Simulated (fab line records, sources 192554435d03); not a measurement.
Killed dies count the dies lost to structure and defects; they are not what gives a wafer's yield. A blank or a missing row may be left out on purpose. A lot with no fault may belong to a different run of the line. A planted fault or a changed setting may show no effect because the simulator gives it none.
Chamber matching || flow n5Finfet || N5_HKMG_FIN_NWFM_ALD_20 on aldMetal-04: 4 sister chambers
The step deposits TiAlC, target thk 2 nm, pulse time 3 s, purge time 2 s. 8 wafers are shown with their chamber, then 9 later ones without.

WAFERS, EACH WITH ITS CHAMBER
{"wafer": "L076.5", "chamber": 2, "heaterPowerW (W)": 486, "precursorPulseHeightRel": 1.022}
{"wafer": "L079.3", "chamber": 2, "heaterPowerW (W)": 475, "precursorPulseHeightRel": 1.037}
{"wafer": "L082.1", "chamber": 3, "heaterPowerW (W)": 543, "precursorPulseHeightRel": 0.985}
{"wafer": "L082.5", "chamber": 0, "heaterPowerW (W)": 470, "precursorPulseHeightRel": 0.980}
{"wafer": "L082.6", "chamber": 1, "heaterPowerW (W)": 525, "precursorPulseHeightRel": 1.048}
{"wafer": "L084.1", "chamber": 1, "heaterPowerW (W)": 527, "precursorPulseHeightRel": 0.981}
{"wafer": "L084.2", "chamber": 0, "heaterPowerW (W)": 463, "precursorPulseHeightRel": 0.992}
{"wafer": "L084.3", "chamber": 3, "heaterPowerW (W)": 532, "precursorPulseHeightRel": 0.996}

WAFERS WHOSE CHAMBER IS MISSING
{"wafer": "L091.1", "heaterPowerW (W)": 473, "precursorPulseHeightRel": 0.966}
{"wafer": "L091.3", "heaterPowerW (W)": 531, "precursorPulseHeightRel": 1.039}
{"wafer": "L091.6", "heaterPowerW (W)": 542, "precursorPulseHeightRel": 1.022}
{"wafer": "L095.1", "heaterPowerW (W)": 478, "precursorPulseHeightRel": 1.003}
{"wafer": "L095.2", "heaterPowerW (W)": 539, "precursorPulseHeightRel": 0.998}
{"wafer": "L095.5", "heaterPowerW (W)": 489, "precursorPulseHeightRel": 0.963}
{"wafer": "L097.1", "heaterPowerW (W)": 461, "precursorPulseHeightRel": 1.007}
{"wafer": "L097.3", "heaterPowerW (W)": 523, "precursorPulseHeightRel": 1.024}
{"wafer": "L097.5", "heaterPowerW (W)": 491, "precursorPulseHeightRel": 0.992}

THE CHAMBER EACH PASSED THROUGH
{"wafer": "L091.1", "from the rows above": "can't be placed: 0 or 2", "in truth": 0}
{"wafer": "L091.3", "from the rows above": "can't be placed: 1 or 3", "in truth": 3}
{"wafer": "L091.6", "from the rows above": "can't be placed: 3 or 1", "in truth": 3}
{"wafer": "L095.1", "from the rows above": "can't be placed: 2 or 0", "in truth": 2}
{"wafer": "L095.2", "from the rows above": "can't be placed: 3 or 1", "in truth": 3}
{"wafer": "L095.5", "from the rows above": "can't be placed: 2 or 0", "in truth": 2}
{"wafer": "L097.1", "from the rows above": 0, "in truth": 0}
{"wafer": "L097.3", "from the rows above": 1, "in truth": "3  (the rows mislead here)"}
{"wafer": "L097.5", "from the rows above": "can't be placed: 2 or 0", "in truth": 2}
Placed correctly: 1 of 9. Cannot be placed on the basis of these rows: 7; the candidates contain the true chamber in 7. Wrongly placed: 1.
How it was worked out, from the rows above alone: a wafer's distance from a chamber is the root of the sum, over the readings, of the square of ((its reading less the chamber's mean) divided by the reading's scatter). If the next closest chamber is less than 2 further off than the closest, the wafer can't be placed; otherwise it belongs to the closest. The mean given for a chamber averages the wafers shown for that chamber. The scatter is the square root of a quotient: the sum, over the shown wafers, of each reading's squared deviation from its chamber's mean, divided by wafers minus chambers.
